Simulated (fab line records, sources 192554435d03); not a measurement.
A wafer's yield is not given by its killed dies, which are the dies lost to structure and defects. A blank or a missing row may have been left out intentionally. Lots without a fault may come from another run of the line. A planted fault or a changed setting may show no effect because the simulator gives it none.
Which tool was responsible? / flow n5 finfet / 14 lots, 35 wafers sampled, at 6 steps of a route of 1938

== WHAT THE GAUGES READ, wafer by wafer ==
N5_DUMMY_GATE_CD_MEAS_24 targets a cd of 15 nm. Usual: cd nm 15.0 nm, standard deviation 0.51.
lot=L273; measured=day 2 22:41; on=cd sem-02; cd nm (nm)=14.6 13.7 14.6; flag=
lot=L274; measured=day 3 06:34; on=cd sem-01; cd nm (nm)=15.3 15.4; flag=
lot=L275; measured=day 3 19:55; on=cd sem-02; cd nm (nm)=15.1 14.3 15.5; flag=
lot=L276; measured=day 4 02:20; on=cd sem-01; cd nm (nm)=15.3 14.8; flag=
lot=L278; measured=day 4 10:11; on=cd sem-02; cd nm (nm)=14.7 15.1; flag=
lot=L279; measured=day 4 12:56; on=cd sem-01; cd nm (nm)=14.4 14.2 15.6; flag=
lot=L280; measured=day 4 18:07; on=cd sem-02; cd nm (nm)=14.8 15.0 15.1; flag=
lot=L281; measured=day 4 22:39; on=cd sem-03; cd nm (nm)=15.4 15.0; flag=
lot=L289; measured=day 6 23:29; on=cd sem-02; cd nm (nm)=15.2 15.6; flag=
lot=L291; measured=day 7 16:09; on=cd sem-01; cd nm (nm)=15.1 15.8; flag=
lot=L293; measured=day 7 23:53; on=cd sem-03; cd nm (nm)=15.9 15.1 15.2; flag=
lot=L294; measured=day 8 05:22; on=cd sem-02; cd nm (nm)=15.1 15.1 14.9; flag=
lot=L295; measured=day 8 14:28; on=cd sem-01; cd nm (nm)=14.6 14.3 15.8; flag=
lot=L296; measured=day 8 20:34; on=cd sem-01; cd nm (nm)=15.6 15.9; flag=

N5_SD_EPI_N_CD_MEAS_09 targets a cd of 120 nm. Usual: cd nm 120.0 nm, standard deviation 0.74.
lot=L273; measured=day 3 00:03; on=cd sem-03; cd nm (nm)=119.7 119.1 120.6; flag=
lot=L274; measured=day 3 08:00; on=cd sem-02; cd nm (nm)=120.6 119.9; flag=
lot=L275; measured=day 3 21:13; on=cd sem-03; cd nm (nm)=120.3 120.7 119.6; flag=
lot=L276; measured=day 4 03:36; on=cd sem-03; cd nm (nm)=120.9 118.5; flag=
lot=L278; measured=day 4 11:49; on=cd sem-01; cd nm (nm)=119.1 120.9; flag=
lot=L279; measured=day 4 14:06; on=cd sem-01; cd nm (nm)=120.0 118.8 119.3; flag=
lot=L280; measured=day 4 20:46; on=cd sem-03; cd nm (nm)=119.8 120.3 120.6; flag=
lot=L281; measured=day 5 00:53; on=cd sem-01; cd nm (nm)=120.3 119.2; flag=
lot=L289; measured=day 7 01:48; on=cd sem-01; cd nm (nm)=109.4 110.6; flag=OFF
lot=L291; measured=day 7 18:38; on=cd sem-01; cd nm (nm)=110.6 119.6; flag=OFF
lot=L293; measured=day 8 01:13; on=cd sem-03; cd nm (nm)=119.6 121.3 120.7; flag=
lot=L294; measured=day 8 06:32; on=cd sem-03; cd nm (nm)=119.6 120.7 121.7; flag=
lot=L295; measured=day 8 15:51; on=cd sem-02; cd nm (nm)=120.0 121.2 120.9; flag=
lot=L296; measured=day 8 22:20; on=cd sem-01; cd nm (nm)=121.0 121.0; flag=

N5_BEOL_M4_RC_MEAS_101. Usual: DIBL_N 36.4 mV/V, standard deviation 2.2; DIBL_P 36.3 mV/V, standard deviation 2.5; IOFF_N 0.17 nA/um, standard deviation 0.052; IOFF_P 0.23 nA/um, standard deviation 0.049; ION_N 674 uA/um, standard deviation 17; ION_P 464 uA/um, standard deviation 11; SS_N 71.7 mV/dec, standard deviation 0.98; SS_P 73.3 mV/dec, standard deviation 0.84; VT_N 250 mV, standard deviation 4; VT_P -249 mV, standard deviation 3.8.
lot=L273; measured=day 8 07:53; on=prober-02; DIBL_N (mV/V)=36.9 40.0 38.3; DIBL_P (mV/V)=38.2 41.8 40.1; IOFF_N (nA/um)=0.18 0.23 0.19; IOFF_P (nA/um)=0.25 0.32 0.30; ION_N (uA/um)=708 704 682; ION_P (uA/um)=483 487 472; SS_N (mV/dec)=71.2 72.4 72.0; SS_P (mV/dec)=73.4 75.1 75.2; VT_N (mV)=246 245 246; VT_P (mV)=-246 -243 -245; flag=
lot=L274; measured=day 8 18:25; on=prober-01; DIBL_N (mV/V)=36.5 34.8; DIBL_P (mV/V)=36.3 33.8; IOFF_N (nA/um)=0.15 0.11; IOFF_P (nA/um)=0.22 0.18; ION_N (uA/um)=686 627; ION_P (uA/um)=466 440; SS_N (mV/dec)=71.0 71.2; SS_P (mV/dec)=72.7 73.0; VT_N (mV)=247 259; VT_P (mV)=-249 -257; flag=
lot=L275; measured=day 10 23:06; on=prober-02; DIBL_N (mV/V)=37.6 36.1 33.2; DIBL_P (mV/V)=38.8 35.6 33.2; IOFF_N (nA/um)=0.21 0.16 0.12; IOFF_P (nA/um)=0.33 0.25 0.21; ION_N (uA/um)=691 686 656; ION_P (uA/um)=477 481 464; SS_N (mV/dec)=71.3 71.6 70.8; SS_P (mV/dec)=73.8 73.1 72.4; VT_N (mV)=246 251 256; VT_P (mV)=-242 -244 -247; flag=
lot=L276; measured=day 10 12:07; on=prober-02; DIBL_N (mV/V)=37.2 38.7; DIBL_P (mV/V)=36.4 39.8; IOFF_N (nA/um)=0.19 0.22; IOFF_P (nA/um)=0.25 0.33; ION_N (uA/um)=657 654; ION_P (uA/um)=448 455; SS_N (mV/dec)=73.0 72.3; SS_P (mV/dec)=74.4 75.3; VT_N (mV)=248 247; VT_P (mV)=-247 -245; flag=
lot=L278; measured=day 11 16:47; on=prober-01; DIBL_N (mV/V)=34.1 35.5; DIBL_P (mV/V)=32.0 34.3; IOFF_N (nA/um)=0.11 0.14; IOFF_P (nA/um)=0.18 0.22; ION_N (uA/um)=652 664; ION_P (uA/um)=460 463; SS_N (mV/dec)=71.0 70.7; SS_P (mV/dec)=72.5 73.3; VT_N (mV)=257 252; VT_P (mV)=-249 -246; flag=
lot=L279; measured=day 11 08:59; on=prober-02; DIBL_N (mV/V)=38.3 39.6 35.8; DIBL_P (mV/V)=38.9 38.2 33.9; IOFF_N (nA/um)=0.21 0.22 0.17; IOFF_P (nA/um)=0.25 0.24 0.17; ION_N (uA/um)=697 675 673; ION_P (uA/um)=472 456 454; SS_N (mV/dec)=72.0 72.2 72.2; SS_P (mV/dec)=73.7 74.4 72.9; VT_N (mV)=247 248 248; VT_P (mV)=-249 -250 -252; flag=
lot=L280; measured=day 11 07:29; on=prober-02; DIBL_N (mV/V)=35.6 37.0 36.9; DIBL_P (mV/V)=35.1 36.9 38.0; IOFF_N (nA/um)=0.13 0.18 0.17; IOFF_P (nA/um)=0.18 0.21 0.23; ION_N (uA/um)=666 692 677; ION_P (uA/um)=454 466 465; SS_N (mV/dec)=71.5 71.9 70.9; SS_P (mV/dec)=73.4 73.4 74.2; VT_N (mV)=254 247 249; VT_P (mV)=-254 -249 -249; flag=
lot=L281; measured=day 11 19:19; on=prober-01; DIBL_N (mV/V)=34.4 34.4; DIBL_P (mV/V)=35.8 36.2; IOFF_N (nA/um)=0.15 0.14; IOFF_P (nA/um)=0.20 0.22; ION_N (uA/um)=683 651; ION_P (uA/um)=464 454; SS_N (mV/dec)=72.2 71.8; SS_P (mV/dec)=73.1 73.4; VT_N (mV)=248 253; VT_P (mV)=-250 -252; flag=
lot=L289; measured=day 14 09:50; on=prober-01; DIBL_N (mV/V)=38.8 38.0; DIBL_P (mV/V)=38.8 36.3; IOFF_N (nA/um)=0.24 0.21; IOFF_P (nA/um)=0.27 0.22; ION_N (uA/um)=700 649; ION_P (uA/um)=478 447; SS_N (mV/dec)=71.9 73.6; SS_P (mV/dec)=74.3 74.4; VT_N (mV)=243 248; VT_P (mV)=-243 -251; flag=
lot=L291; measured=day 14 11:35; on=prober-02; DIBL_N (mV/V)=36.0 33.9; DIBL_P (mV/V)=35.7 33.5; IOFF_N (nA/um)=0.14 0.11; IOFF_P (nA/um)=0.18 0.17; ION_N (uA/um)=660 648; ION_P (uA/um)=451 448; SS_N (mV/dec)=71.6 70.8; SS_P (mV/dec)=73.3 72.1; VT_N (mV)=252 254; VT_P (mV)=-250 -252; flag=
lot=L293; measured=day 14 14:22; on=prober-01; DIBL_N (mV/V)=33.2 37.1 35.7; DIBL_P (mV/V)=33.6 37.4 35.1; IOFF_N (nA/um)=0.11 0.18 0.15; IOFF_P (nA/um)=0.17 0.23 0.18; ION_N (uA/um)=667 695 659; ION_P (uA/um)=459 472 451; SS_N (mV/dec)=70.6 72.1 70.6; SS_P (mV/dec)=71.8 72.9 72.5; VT_N (mV)=252 244 251; VT_P (mV)=-249 -244 -252; flag=
lot=L294; measured=day 14 19:58; on=prober-02; DIBL_N (mV/V)=35.2 35.0 36.6; DIBL_P (mV/V)=34.1 34.6 36.3; IOFF_N (nA/um)=0.15 0.14 0.17; IOFF_P (nA/um)=0.20 0.20 0.23; ION_N (uA/um)=683 675 689; ION_P (uA/um)=464 466 470; SS_N (mV/dec)=71.3 71.2 72.5; SS_P (mV/dec)=72.3 72.1 73.7; VT_N (mV)=249 251 249; VT_P (mV)=-251 -250 -249; flag=
lot=L295; measured=day 15 12:50; on=prober-01; DIBL_N (mV/V)=35.3 37.2 32.0; DIBL_P (mV/V)=35.1 37.3 30.7; IOFF_N (nA/um)=0.15 0.19 0.11; IOFF_P (nA/um)=0.21 0.24 0.16; ION_N (uA/um)=679 687 676; ION_P (uA/um)=470 470 470; SS_N (mV/dec)=71.6 71.8 69.8; SS_P (mV/dec)=73.5 73.9 72.2; VT_N (mV)=252 247 255; VT_P (mV)=-248 -249 -253; flag=
lot=L296; measured=day 15 13:28; on=prober-01; DIBL_N (mV/V)=33.5 34.1; DIBL_P (mV/V)=34.5 34.9; IOFF_N (nA/um)=0.12 0.14; IOFF_P (nA/um)=0.19 0.20; ION_N (uA/um)=652 674; ION_P (uA/um)=459 470; SS_N (mV/dec)=71.2 70.4; SS_P (mV/dec)=72.9 71.8; VT_N (mV)=255 248; VT_P (mV)=-249 -249; flag=

== WHAT TOOL EACH LOT RAN ON (gives the tool, then ch and the chambers of the sampled wafers, and finally the start) ==
lot=L273; N5_DUMMY_GATE_ETCH_42=rie diel-06 ch 0,2, day 2 22:48; N5_SPACER0_ALD_00=ald sin-02 ch 2,3, day 2 23:14; N5_SD_EPI_N_PEB_07=litho track-03 ch 0, day 2 23:59
lot=L274; N5_DUMMY_GATE_ETCH_42=rie diel-05 ch 2, day 3 06:46; N5_SPACER0_ALD_00=ald sin-01 ch 0,3, day 3 07:11; N5_SD_EPI_N_PEB_07=litho track-02 ch 0, day 3 07:56
lot=L275; N5_DUMMY_GATE_ETCH_42=rie diel-01 ch 2,3, day 3 19:57; N5_SPACER0_ALD_00=ald sin-02 ch 1,2, day 3 20:23; N5_SD_EPI_N_PEB_07=litho track-03 ch 0, day 3 21:08
lot=L276; N5_DUMMY_GATE_ETCH_42=rie diel-01 ch 0,2, day 4 02:29; N5_SPACER0_ALD_00=ald sin-03 ch 0,3, day 4 02:55; N5_SD_EPI_N_PEB_07=litho track-04 ch 0, day 4 03:32
lot=L278; N5_DUMMY_GATE_ETCH_42=rie diel-06 ch 1,3, day 4 10:21; N5_SPACER0_ALD_00=ald sin-03 ch 0,1, day 4 10:59; N5_SD_EPI_N_PEB_07=litho track-04 ch 0, day 4 11:44
lot=L279; N5_DUMMY_GATE_ETCH_42=rie diel-05 ch 0,1,3, day 4 12:59; N5_SPACER0_ALD_00=ald sin-03 ch 0,1,2, day 4 13:25; N5_SD_EPI_N_PEB_07=litho track-04 ch 0, day 4 14:02
lot=L280; N5_DUMMY_GATE_ETCH_42=rie diel-01 ch 1,2,3, day 4 18:10; N5_SPACER0_ALD_00=ald sin-03 ch 1,2,3, day 4 19:57; N5_SD_EPI_N_PEB_07=litho track-03 ch 0, day 4 20:41
lot=L281; N5_DUMMY_GATE_ETCH_42=rie diel-05 ch 0,3, day 4 22:41; N5_SPACER0_ALD_00=ald sin-02 ch 3, day 5 00:11; N5_SD_EPI_N_PEB_07=litho track-02 ch 0, day 5 00:49
lot=L289; N5_DUMMY_GATE_ETCH_42=rie diel-06 ch 1,3, day 6 23:32; N5_SPACER0_ALD_00=ald sin-02 ch 1,3, day 7 00:59; N5_SD_EPI_N_PEB_07=litho track-03 ch 0, day 7 01:44
lot=L291; N5_DUMMY_GATE_ETCH_42=rie diel-05 ch 1,2, day 7 16:12; N5_SPACER0_ALD_00=ald sin-02 ch 0,1, day 7 17:49; N5_SD_EPI_N_PEB_07=litho track-03 ch 0, day 7 18:34
lot=L293; N5_DUMMY_GATE_ETCH_42=rie diel-06 ch 0,2, day 7 23:56; N5_SPACER0_ALD_00=ald sin-02 ch 0,1, day 8 00:25; N5_SD_EPI_N_PEB_07=litho track-04 ch 0, day 8 01:09
lot=L294; N5_DUMMY_GATE_ETCH_42=rie diel-06 ch 0,1, day 8 05:25; N5_SPACER0_ALD_00=ald sin-01 ch 0,1, day 8 05:50; N5_SD_EPI_N_PEB_07=litho track-02 ch 0, day 8 06:28
lot=L295; N5_DUMMY_GATE_ETCH_42=rie diel-01 ch 0,1,2, day 8 14:37; N5_SPACER0_ALD_00=ald sin-03 ch 0,3, day 8 15:02; N5_SD_EPI_N_PEB_07=litho track-04 ch 0, day 8 15:47
lot=L296; N5_DUMMY_GATE_ETCH_42=rie diel-06 ch 1,2, day 8 20:37; N5_SPACER0_ALD_00=ald sin-01 ch 1,2, day 8 21:31; N5_SD_EPI_N_PEB_07=litho track-02 ch 0, day 8 22:16
- N5_DUMMY_GATE_ETCH_42: etches SiO2 in CHF3/O2, target depth 3.5 nm, time 31 s.
- N5_SPACER0_ALD_00: deposits SiOCN, target thk 3.5 nm, pulse time 3 s, purge time 2 s.
- N5_SD_EPI_N_PEB_07: peb time 60 s.

== AS READ BY THE TOOLS THEMSELVES (means over the sampled wafers that have a number; for cases with no such wafer, the mark the record gives instead) ==
N5_DUMMY_GATE_ETCH_42. Usual: O2_flow_sccm 5.002 sccm, standard deviation 0.014; bias w 12.00 W, standard deviation 0.037; drypump motor current A 5.77 A, standard deviation 0.27; oes product au 0.78 a.u., standard deviation 0.067; rf vpp V 42.4 V, standard deviation 1.2; showerhead plenum p Torr 2.41 Torr, standard deviation 0.086; throttle valve pct 18.78 %, standard deviation 0.24.
lot=L273; tool=rie diel-06; O2_flow_sccm (sccm)=4.999; bias w (W)=12.00; drypump motor current A (A)=6.00; oes product au (a.u.)=0.78; rf vpp V (V)=41.8; showerhead plenum p Torr (Torr)=2.39; throttle valve pct (%)=18.76; flag=
lot=L274; tool=rie diel-05; O2_flow_sccm (sccm)=4.999; bias w (W)=11.95; drypump motor current A (A)=5.64; oes product au (a.u.)=0.71; rf vpp V (V)=41.2; showerhead plenum p Torr (Torr)=2.38; throttle valve pct (%)=19.09; flag=
lot=L275; tool=rie diel-01; O2_flow_sccm (sccm)=4.995; bias w (W)=12.03; drypump motor current A (A)=5.78; oes product au (a.u.)=0.72; rf vpp V (V)=42.1; showerhead plenum p Torr (Torr)=2.49; throttle valve pct (%)=18.84; flag=
lot=L276; tool=rie diel-01; O2_flow_sccm (sccm)=5.006; bias w (W)=12.03; drypump motor current A (A)=5.67; oes product au (a.u.)=0.80; rf vpp V (V)=42.1; showerhead plenum p Torr (Torr)=2.44; throttle valve pct (%)=18.68; flag=
lot=L278; tool=rie diel-06; O2_flow_sccm (sccm)=4.995; bias w (W)=11.98; drypump motor current A (A)=5.84; oes product au (a.u.)=0.82; rf vpp V (V)=41.5; showerhead plenum p Torr (Torr)=2.43; throttle valve pct (%)=18.69; flag=
lot=L279; tool=rie diel-05; O2_flow_sccm (sccm)=5.004; bias w (W)=12.01; drypump motor current A (A)=5.58; oes product au (a.u.)=0.80; rf vpp V (V)=42.5; showerhead plenum p Torr (Torr)=2.35; throttle valve pct (%)=18.71; flag=
lot=L280; tool=rie diel-01; O2_flow_sccm (sccm)=5.007; bias w (W)=11.98; drypump motor current A (A)=5.88; oes product au (a.u.)=0.76; rf vpp V (V)=42.0; showerhead plenum p Torr (Torr)=2.48; throttle valve pct (%)=18.86; flag=
lot=L281; tool=rie diel-05; O2_flow_sccm (sccm)=5.001; bias w (W)=12.00; drypump motor current A (A)=5.78; oes product au (a.u.)=0.80; rf vpp V (V)=43.7; showerhead plenum p Torr (Torr)=2.38; throttle valve pct (%)=18.61; flag=
lot=L289; tool=rie diel-06; O2_flow_sccm (sccm)=5.002; bias w (W)=11.97; drypump motor current A (A)=5.83; oes product au (a.u.)=0.80; rf vpp V (V)=42.0; showerhead plenum p Torr (Torr)=2.42; throttle valve pct (%)=18.70; flag=
lot=L291; tool=rie diel-05; O2_flow_sccm (sccm)=4.994; bias w (W)=12.00; drypump motor current A (A)=5.42; oes product au (a.u.)=0.70; rf vpp V (V)=42.9; showerhead plenum p Torr (Torr)=2.33; throttle valve pct (%)=19.06; flag=
lot=L293; tool=rie diel-06; O2_flow_sccm (sccm)=5.005; bias w (W)=12.00; drypump motor current A (A)=5.95; oes product au (a.u.)=0.75; rf vpp V (V)=42.2; showerhead plenum p Torr (Torr)=2.46; throttle valve pct (%)=18.87; flag=
lot=L294; tool=rie diel-06; O2_flow_sccm (sccm)=5.009; bias w (W)=11.99; drypump motor current A (A)=6.14; oes product au (a.u.)=0.74; rf vpp V (V)=42.4; showerhead plenum p Torr (Torr)=2.37; throttle valve pct (%)=18.68; flag=
lot=L295; tool=rie diel-01; O2_flow_sccm (sccm)=5.005; bias w (W)=11.97; drypump motor current A (A)=5.80; oes product au (a.u.)=0.80; rf vpp V (V)=42.7; showerhead plenum p Torr (Torr)=2.44; throttle valve pct (%)=18.78; flag=
lot=L296; tool=rie diel-06; O2_flow_sccm (sccm)=5.000; bias w (W)=12.02; drypump motor current A (A)=6.13; oes product au (a.u.)=0.74; rf vpp V (V)=41.4; showerhead plenum p Torr (Torr)=2.30; throttle valve pct (%)=18.68; flag=

N5_SPACER0_ALD_00. Usual: chamber pressure Torr 2.000 Torr, standard deviation 0.004; heater power outer w 511 W, standard deviation 47; heater power w 815 W, standard deviation 51; precursor pulse height rel 1.000, standard deviation 0.018; susceptor temp C 399.99 C, standard deviation 0.22.
lot=L273; tool=ald sin-02; chamber pressure Torr (Torr)=1.998; heater power outer w (W)=558; heater power w (W)=874; precursor pulse height rel=1.000; susceptor temp C (C)=399.86; flag=
lot=L274; tool=ald sin-01; chamber pressure Torr (Torr)=2.002; heater power outer w (W)=514; heater power w (W)=754; precursor pulse height rel=1.012; susceptor temp C (C)=399.96; flag=
lot=L275; tool=ald sin-02; chamber pressure Torr (Torr)=2.001; heater power outer w (W)=564; heater power w (W)=862; precursor pulse height rel=0.994; susceptor temp C (C)=399.81; flag=
lot=L276; tool=ald sin-03; chamber pressure Torr (Torr)=1.998; heater power outer w (W)=476; heater power w (W)=748; precursor pulse height rel=1.011; susceptor temp C (C)=399.89; flag=
lot=L278; tool=ald sin-03; chamber pressure Torr (Torr)=2.000; heater power outer w (W)=499; heater power w (W)=834; precursor pulse height rel=0.999; susceptor temp C (C)=400.33; flag=
lot=L279; tool=ald sin-03; chamber pressure Torr (Torr)=2.002; heater power outer w (W)=490; heater power w (W)=818; precursor pulse height rel=0.998; susceptor temp C (C)=399.95; flag=
lot=L280; tool=ald sin-03; chamber pressure Torr (Torr)=1.998; heater power outer w (W)=482; heater power w (W)=791; precursor pulse height rel=0.993; susceptor temp C (C)=399.88; flag=
lot=L281; tool=ald sin-02; chamber pressure Torr (Torr)=2.002; heater power outer w (W)=542; heater power w (W)=851; precursor pulse height rel=0.988; susceptor temp C (C)=400.28; flag=
lot=L289; tool=ald sin-02; chamber pressure Torr (Torr)=2.000; heater power outer w (W)=520; heater power w (W)=820; precursor pulse height rel=1.021; susceptor temp C (C)=399.89; flag=
lot=L291; tool=ald sin-02; chamber pressure Torr (Torr)=2.000; heater power outer w (W)=524; heater power w (W)=814; precursor pulse height rel=0.994; susceptor temp C (C)=399.93; flag=
lot=L293; tool=ald sin-02; chamber pressure Torr (Torr)=2.001; heater power outer w (W)=503; heater power w (W)=807; precursor pulse height rel=0.987; susceptor temp C (C)=399.77; flag=
lot=L294; tool=ald sin-01; chamber pressure Torr (Torr)=1.998; heater power outer w (W)=458; heater power w (W)=803; precursor pulse height rel=1.004; susceptor temp C (C)=399.83; flag=
lot=L295; tool=ald sin-03; chamber pressure Torr (Torr)=1.999; heater power outer w (W)=472; heater power w (W)=741; precursor pulse height rel=0.991; susceptor temp C (C)=399.66; flag=
lot=L296; tool=ald sin-01; chamber pressure Torr (Torr)=1.998; heater power outer w (W)=466; heater power w (W)=828; precursor pulse height rel=1.021; susceptor temp C (C)=399.88; flag=

N5_SD_EPI_N_PEB_07. Usual: heater power total W 175.4 W, standard deviation 1.6.
lot=L273; tool=litho track-03; heater power total W (W)=174.1; flag=
lot=L274; tool=litho track-02; heater power total W (W)=177.6; flag=
lot=L275; tool=litho track-03; heater power total W (W)=175.0; flag=
lot=L276; tool=litho track-04; heater power total W (W)=174.9; flag=
lot=L278; tool=litho track-04; heater power total W (W)=173.6; flag=
lot=L279; tool=litho track-04; heater power total W (W)=174.5; flag=
lot=L280; tool=litho track-03; heater power total W (W)=174.9; flag=
lot=L281; tool=litho track-02; heater power total W (W)=173.9; flag=
lot=L289; tool=litho track-03; heater power total W (W)=208.8; flag=OFF
lot=L291; tool=litho track-03; heater power total W (W)=192.7; flag=OFF
lot=L293; tool=litho track-04; heater power total W (W)=175.5; flag=
lot=L294; tool=litho track-02; heater power total W (W)=174.9; flag=
lot=L295; tool=litho track-04; heater power total W (W)=175.7; flag=
lot=L296; tool=litho track-02; heater power total W (W)=173.7; flag=

== THE ANSWER, worked out from the rows above alone ==
Rule: take the mean of a lot's wafers that have a number; if it is more than 3 standard deviations from the usual mean, the lot is off. A lot without any number at a reading at which 4 lots or more have one is off too. Where the step has rows for the other lots, those lots are counted as sound. After the gauges, taken in route order, come the tools' own readings; for these a lot's mean is taken, as printed above. At the first step where some lot is off, the reading lying furthest off is the one used; lots without a number count as furthest.
Off: L289, L291, at N5_SD_EPI_N_CD_MEAS_09 (cd nm).
A tool fits if, at a process step before that reading, it ran every lot that is off, and no sound lot after the first of them. The gauges at N5_SD_EPI_N_CD_MEAS_09 aren't tried: what is off there is off at N5_SD_EPI_N_PEB_07 too, on other tools, and a gauge's error can't cause that. One fits: litho track-03 at N5_SD_EPI_N_PEB_07. Its last sound lot is L280 (day 4 20:41), its first lot that is off L289 (day 7 01:44): a fault that began between those two fits.
The tool's own readings at N5_SD_EPI_N_PEB_07 bear it out: on the lots that are off they differ by more than 5 times the standard deviation of the sound lots' means. heater power total W reads 200.8 W there against 174.9 W on the sound lots.

== WHAT THE SIMULATOR HAD PUT IN ==
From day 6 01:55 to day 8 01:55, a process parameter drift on litho track-03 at N5_SD_EPI_N_PEB_07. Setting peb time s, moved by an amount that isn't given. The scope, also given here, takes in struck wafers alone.
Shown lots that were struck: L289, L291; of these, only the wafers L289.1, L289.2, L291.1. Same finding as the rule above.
